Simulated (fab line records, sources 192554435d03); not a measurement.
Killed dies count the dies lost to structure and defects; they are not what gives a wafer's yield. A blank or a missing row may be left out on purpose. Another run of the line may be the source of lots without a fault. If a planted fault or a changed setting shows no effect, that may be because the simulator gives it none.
Lot-split experiment	flow n5-finfet	on a route of 1938 steps: 7 lots, 39 wafers read

== ON THE SPLIT ==
At N5_MOL_CONTACT_COAG_PRECLEAN_111 (cleans in NF3:NH3, afs cycles 1, time 20 s, sublimation time 60 s), the setting time-s was moved away from the recipe's 20 s on 15 of the 39 wafers read, by -54.7% to +56.9%. For the rest of the wafers, this setting stayed at what the recipe calls for.

== FROM THE SPLIT TO THE READING: what the file shows between them, 9 steps ==
- N5_MOL_CONTACT_COAG_TI_SIL_19: material Ti, target thk 4.2 nm, time 15 s
- N5_MOL_CONTACT_COAG_ALD_20: deposits TiN, target thk 1.5 nm, pulse time 1 s, purge time 3 s
- N5_MOL_CONTACT_COAG_PRECLEAN_125: cleans in DIW, time 57.5 s
- N5_MOL_CONTACT_COAG_SRD_126: dry time 32 s
- N5_MOL_CONTACT_COAG_CMP_23: polishes, stops on SiO2, t overpolish 1.5 s, target thk 0 nm
- N5_MOL_CONTACT_COAG_WET_ETCH_26: target Co, target depth 13 nm
- N5_MOL_CONTACT_COAG_WET_ETCH_116: etches the open film in SC1-inhibited, target depth 4.6 nm, rinse time 30 s
- N5_MOL_CONTACT_COAG_ALD_27: deposits SiOC, target thk 17 nm, pulse time 1.5 s, time 2720 s
- N5_MOL_CONTACT_COAG_CMP_28: polishes, stops on SiNx, t overpolish 0.85 s, target thk 14.522 nm

== THE READING ==
MD_CAP_THK at N5_MOL_CONTACT_COAG_THK_MEAS_29, in nm. On this fab line, fault-free wafers typically give 17.91 nm with a standard deviation of 0.084 nm.

wafer	tool, chamber at the split	time-s as run, s	against the recipe	MD_CAP_THK, nm	against lot-mates on the recipe
L075.1	remote-plasma-02, 0	9.067	-54.7%	18.54	+0.54
L075.2	remote-plasma-02, 0	20	recipe	17.97	-
L075.3	remote-plasma-02, 0	9.067	-54.7%	18.39	+0.39
L075.4	remote-plasma-02, 0	9.067	-54.7%	18.40	+0.40
L075.5	remote-plasma-02, 0	20	recipe	18.03	-
L075.6	remote-plasma-02, 0	20	recipe	17.99	-
L078.1	remote-plasma-02, 1	20	recipe	17.97	-
L078.2	remote-plasma-02, 1	31.33	+56.6%	17.57	-0.36
L078.3	remote-plasma-02, 1	20	recipe	17.91	-
L078.4	remote-plasma-02, 1	20	recipe	17.91	-
L078.5	remote-plasma-02, 1	31.33	+56.6%	17.64	-0.29
L078.6	remote-plasma-02, 1	31.33	+56.6%	17.53	-0.40
L086.1	remote-plasma-01, 0	16.6	-17.0%	17.85	-0.06
L086.2	remote-plasma-01, 0	20	recipe	17.87	-
L086.3	remote-plasma-01, 0	16.6	-17.0%	17.98	+0.07
L086.4	remote-plasma-01, 0	20	recipe	17.90	-
L086.5	remote-plasma-01, 0	16.6	-17.0%	18.00	+0.09
L086.6	remote-plasma-01, 0	20	recipe	17.97	-
L088.1	remote-plasma-01, 0	31.38	+56.9%	17.62	-0.35
L088.2	remote-plasma-01, 0	31.38	+56.9%	17.72	-0.25
L088.3	remote-plasma-01, 0	20	recipe	17.96	-
L088.4	remote-plasma-01, 0	20	recipe	17.97	-
L088.5	remote-plasma-01, 0	31.38	+56.9%	17.61	-0.36
L088.6	remote-plasma-01, 0	20	recipe	17.97	-
L089.1	remote-plasma-02, 1	20	recipe	17.81	-
L089.2	remote-plasma-02, 1	20	recipe	17.90	-
L089.3	remote-plasma-02, 1	20	recipe	17.94	-
L089.4	remote-plasma-02, 1	20	recipe	18.03	-
L089.5	remote-plasma-02, 1	20	recipe	17.82	-
L089.6	remote-plasma-02, 1	20	recipe	18.00	-
L090.1	remote-plasma-01, 1	20	recipe	18.03	-
L090.5	remote-plasma-01, 1	20	recipe	17.85	-
L090.6	remote-plasma-01, 1	20	recipe	17.88	-
L093.1	remote-plasma-02, 1	20	recipe	17.91	-
L093.2	remote-plasma-02, 1	20	recipe	17.96	-
L093.3	remote-plasma-02, 1	9.233	-53.8%	18.38	+0.47
L093.4	remote-plasma-02, 1	9.233	-53.8%	18.18	+0.27
L093.5	remote-plasma-02, 1	9.233	-53.8%	18.27	+0.36
L093.6	remote-plasma-02, 1	20	recipe	17.87	-

THE FIT
A straight line over all 39 wafers: MD_CAP_THK changes by -0.00654 nm for each +1% of time-s; r = -0.92; the points scatter about the line by 0.086 nm.
The same after taking each lot's own level away (the mean of its wafers on the recipe; 39 wafers): -0.00652 nm for each +1%; r = -0.95; scatter 0.071 nm.
On that fit, the largest move of time-s shifts the reading by 0.37 nm.
The span of the lots' own levels, 17.913 to 17.997 nm, comes to 1.0 times the standard deviation stated above.
Consequently the slope shifts little with the lot-to-lot level, the two slopes agreeing.
Check: with one of the wafers moved furthest among these (+56.9%) left out of the fit, the line predicts -0.366 nm for it against its lot-mates. It came out at -0.347 nm against them.

== THE WHOLE CHAIN: every reading that the file lists as answering this split, in the file's order ==
step	what it does	reading	change (the file's fit)	r (the file's)
N5_MOL_CONTACT_COAG_PRECLEAN_111	cleans in NF3:NH3, afs cycles 1, time 20 s, sublimation time 60 s	SiNx_of_GATE_CUT_SAC_CAP_01.thk-nm (the simulator's own value, which no gauge read)	-0.00769 nm for each +1% of the setting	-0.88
N5_MOL_CONTACT_COAG_PRECLEAN_111	cleans in NF3:NH3, afs cycles 1, time 20 s, sublimation time 60 s	SiNx_of_SPACER0_ALD_07.thk-nm (the simulator's own value, which no gauge read)	-0.00781 nm for each +1% of the setting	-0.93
N5_MOL_CONTACT_COAG_CMP_23	polishes, stops on SiO2, t overpolish 1.5 s, target thk 0 nm	SiNx_of_GATE_CUT_SAC_CAP_01.thk-nm (the simulator's own value, which no gauge read)	-0.00681 nm for each +1% of the setting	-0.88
N5_MOL_CONTACT_COAG_WET_ETCH_26	target Co, target depth 13 nm	SiNx_of_GATE_CUT_SAC_CAP_01.thk-nm (the simulator's own value, which no gauge read)	-0.00641 nm for each +1% of the setting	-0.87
N5_MOL_CONTACT_COAG_WET_ETCH_116	etches the open film in SC1-inhibited, target depth 4.6 nm, rinse time 30 s	SiNx_of_GATE_CUT_SAC_CAP_01.thk-nm (the simulator's own value, which no gauge read)	-0.00702 nm for each +1% of the setting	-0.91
N5_MOL_CONTACT_COAG_THK_MEAS_29		MD_CAP_THK	-0.00658 for each +1% of the setting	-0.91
N5_MOL_CONTACT_COAG_ETCH_47	etches SiNx in CH3F/O2, stops on W, target depth 27 nm	etch.depth-nm (the simulator's own value, which no gauge read)	-0.00686 nm for each +1% of the setting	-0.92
N5_MOL_CONTACT_COAG_ETCH_47	etches SiNx in CH3F/O2, stops on W, target depth 27 nm	MOL_CONTACT_COAG.feature-depth-nm (the simulator's own value, which no gauge read)	-0.00683 nm for each +1% of the setting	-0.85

== THE FILE'S OWN FIT ==
MD_CAP_THK changes by -0.00658 nm for each +1% of time-s, r = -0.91.
